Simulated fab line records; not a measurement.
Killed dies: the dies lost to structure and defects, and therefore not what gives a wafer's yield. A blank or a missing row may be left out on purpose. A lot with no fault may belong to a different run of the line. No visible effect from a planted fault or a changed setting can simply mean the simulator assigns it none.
Matching of chambers || flow nand-harc || 4 sister chambers for NHARC_P_M2_CMP_23 on cmp-01
The step polishes, t overpolish 20 s, target thk 144.3 nm. 18 wafers are shown with their chamber, then 9 later ones without.

WAFERS PAIRED WITH THEIR CHAMBERS
{"wafer": "L076.1", "chamber": 2, "motor-current-A (A)": 13.2, "time-to-endpoint-s (s)": 29.8, "retaining-ring-pressure-frac": 0.999}
{"wafer": "L076.2", "chamber": 0, "motor-current-A (A)": 12.6, "time-to-endpoint-s (s)": 28.9, "retaining-ring-pressure-frac": 1.002}
{"wafer": "L076.3", "chamber": 3, "motor-current-A (A)": 12.8, "time-to-endpoint-s (s)": 30.7, "retaining-ring-pressure-frac": 1.002}
{"wafer": "L079.2", "chamber": 1, "motor-current-A (A)": 10.5, "time-to-endpoint-s (s)": 28.5, "retaining-ring-pressure-frac": 1.005}
{"wafer": "L079.4", "chamber": 3, "motor-current-A (A)": 12.8, "time-to-endpoint-s (s)": 31.7, "retaining-ring-pressure-frac": 1.000}
{"wafer": "L079.5", "chamber": 1, "motor-current-A (A)": 10.0, "time-to-endpoint-s (s)": 28.1, "retaining-ring-pressure-frac": 1.004}
{"wafer": "L081.2", "chamber": 0, "motor-current-A (A)": 12.3, "time-to-endpoint-s (s)": 29.2, "retaining-ring-pressure-frac": 0.998}
{"wafer": "L081.3", "chamber": 2, "motor-current-A (A)": 12.4, "time-to-endpoint-s (s)": 29.9, "retaining-ring-pressure-frac": 1.003}
{"wafer": "L081.4", "chamber": 3, "motor-current-A (A)": 12.1, "time-to-endpoint-s (s)": 27.8, "retaining-ring-pressure-frac": 1.003}
{"wafer": "L082.1", "chamber": 1, "motor-current-A (A)": 10.3, "time-to-endpoint-s (s)": 27.1, "retaining-ring-pressure-frac": 1.007}
{"wafer": "L082.2", "chamber": 0, "motor-current-A (A)": 12.3, "time-to-endpoint-s (s)": 31.2, "retaining-ring-pressure-frac": 0.998}
{"wafer": "L082.5", "chamber": 3, "motor-current-A (A)": 12.8, "time-to-endpoint-s (s)": 29.1, "retaining-ring-pressure-frac": 0.997}
{"wafer": "L088.3", "chamber": 1, "motor-current-A (A)": 10.2, "time-to-endpoint-s (s)": 28.4, "retaining-ring-pressure-frac": 1.003}
{"wafer": "L088.5", "chamber": 3, "motor-current-A (A)": 12.3, "time-to-endpoint-s (s)": 29.6, "retaining-ring-pressure-frac": 1.004}
{"wafer": "L088.6", "chamber": 2, "motor-current-A (A)": 12.2, "time-to-endpoint-s (s)": 28.7, "retaining-ring-pressure-frac": 1.007}
{"wafer": "L089.2", "chamber": 3, "motor-current-A (A)": 12.4, "time-to-endpoint-s (s)": 30.5, "retaining-ring-pressure-frac": 1.002}
{"wafer": "L089.5", "chamber": 2, "motor-current-A (A)": 13.5, "time-to-endpoint-s (s)": 27.3, "retaining-ring-pressure-frac": 1.006}
{"wafer": "L089.6", "chamber": 1, "motor-current-A (A)": 10.0, "time-to-endpoint-s (s)": 27.6, "retaining-ring-pressure-frac": 0.993}

SIGNATURES, as means of the wafers listed above
{"reading": "motor-current-A", "chamber 0": 12.400, "chamber 1": 10.200, "chamber 2": 12.825, "chamber 3": 12.533, "scatter within a chamber": 0.367}
{"reading": "time-to-endpoint-s", "chamber 0": 29.767, "chamber 1": 27.940, "chamber 2": 28.925, "chamber 3": 29.900, "scatter within a chamber": 1.14}
{"reading": "retaining-ring-pressure-frac", "chamber 0": 0.99933, "chamber 1": 1.00240, "chamber 2": 1.00375, "chamber 3": 1.00133, "scatter within a chamber": 0.00378}
Rule: a wafer's distance from a chamber is the root of the sum, over the readings, of the square of ((its reading less the chamber's mean) divided by the reading's scatter). If the next closest chamber is less than 2 further off than the closest, the wafer can't be placed; otherwise it belongs to the closest. The scatter is the square root of a quotient: the sum, over the shown wafers, of each reading's squared deviation from its chamber's mean, divided by wafers minus chambers.

WAFERS WITH NO CHAMBER GIVEN
{"wafer": "L091.1", "motor-current-A (A)": 10.4, "time-to-endpoint-s (s)": 27.0, "retaining-ring-pressure-frac": 1.002}
{"wafer": "L091.3", "motor-current-A (A)": 12.2, "time-to-endpoint-s (s)": 29.3, "retaining-ring-pressure-frac": 0.996}
{"wafer": "L091.4", "motor-current-A (A)": 12.4, "time-to-endpoint-s (s)": 32.7, "retaining-ring-pressure-frac": 1.000}
{"wafer": "L092.1", "motor-current-A (A)": 12.1, "time-to-endpoint-s (s)": 26.5, "retaining-ring-pressure-frac": 1.001}
{"wafer": "L092.4", "motor-current-A (A)": 12.4, "time-to-endpoint-s (s)": 26.8, "retaining-ring-pressure-frac": 0.998}
{"wafer": "L092.5", "motor-current-A (A)": 9.7, "time-to-endpoint-s (s)": 23.1, "retaining-ring-pressure-frac": 0.995}
{"wafer": "L095.1", "motor-current-A (A)": 13.0, "time-to-endpoint-s (s)": 29.7, "retaining-ring-pressure-frac": 1.000}
{"wafer": "L095.2", "motor-current-A (A)": 12.7, "time-to-endpoint-s (s)": 30.9, "retaining-ring-pressure-frac": 0.995}
{"wafer": "L095.4", "motor-current-A (A)": 10.1, "time-to-endpoint-s (s)": 23.2, "retaining-ring-pressure-frac": 1.006}

THE CHAMBER EACH PASSED THROUGH
{"wafer": "L091.1", "from the rows above": 1, "in truth": 1}
{"wafer": "L091.3", "from the rows above": "can't be placed: 0 or 3 or 2", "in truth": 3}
{"wafer": "L091.4", "from the rows above": "can't be placed: 3 or 0 or 2", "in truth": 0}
{"wafer": "L092.1", "from the rows above": "can't be placed: 2 or 0 or 3", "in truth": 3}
{"wafer": "L092.4", "from the rows above": "can't be placed: 0 or 2 or 3", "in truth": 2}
{"wafer": "L092.5", "from the rows above": 1, "in truth": 1}
{"wafer": "L095.1", "from the rows above": "can't be placed: 2 or 3 or 0", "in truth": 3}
{"wafer": "L095.2", "from the rows above": "can't be placed: 0 or 3 or 2", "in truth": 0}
{"wafer": "L095.4", "from the rows above": 1, "in truth": 1}
Correctly placed: 3 of 9. Can't be placed from these rows: 6 (the true chamber is among the candidates in 6). 0 placed wrongly.
